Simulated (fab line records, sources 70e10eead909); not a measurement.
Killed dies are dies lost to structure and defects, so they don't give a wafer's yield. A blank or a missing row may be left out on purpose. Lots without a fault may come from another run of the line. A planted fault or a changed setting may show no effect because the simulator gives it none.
Chamber matching | flow nand_harc | NHARC_A_BLC_STRIP_29 on rie_diel-05: 4 sister chambers
The step strips in CF4. 4 wafers are shown with their chamber, then 12 later ones without.

WAFERS WITH THEIR CHAMBER
wafer  | chamber | showerhead_plenum_p_Torr (Torr)
L090.3 | 2       | 1.70
L089.5 | 3       | 1.83
L091.1 | 0       | 1.78
L091.5 | 1       | 1.85

WAFERS WITHOUT THEIR CHAMBER
wafer  | showerhead_plenum_p_Torr (Torr)
L091.2 | 1.83
L091.4 | 1.70
L091.6 | 1.78
L096.1 | 1.84
L096.3 | 1.70
L096.5 | 1.82
L094.1 | 1.82
L094.4 | 1.84
L094.5 | 1.78
L097.1 | 1.70
L097.3 | 1.78
L097.6 | 1.70

WHICH CHAMBER EACH WENT THROUGH
wafer  | from the rows above     | in truth
L091.2 | 3                       | 3
L091.4 | 2                       | 2
L091.6 | 0                       | 0
L096.1 | can't be placed: 1 or 3 | 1
L096.3 | 2                       | 2
L096.5 | 3                       | 3
L094.1 | 3                       | 3
L094.4 | can't be placed: 1 or 3 | 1
L094.5 | 0                       | 0
L097.1 | 2                       | 2
L097.3 | 0                       | 0
L097.6 | 2                       | 2
Placed correctly: 10 of 12. Can't be placed from these rows: 2 (the true chamber is among the candidates in 2). Placed wrongly: 0.
How it was worked out, from the rows above alone: a wafer's distance from a chamber is the root of the sum, over the readings, of the square of ((its reading less the chamber's mean) divided by the reading's scatter). The wafer belongs to the nearest chamber; if the next one is less than 2 further off, it can't be placed. A chamber's mean is the mean of its shown wafers. The scatter: with one shown wafer a chamber, the root of the mean of the squares of how far each hidden wafer lies from its nearest shown one.
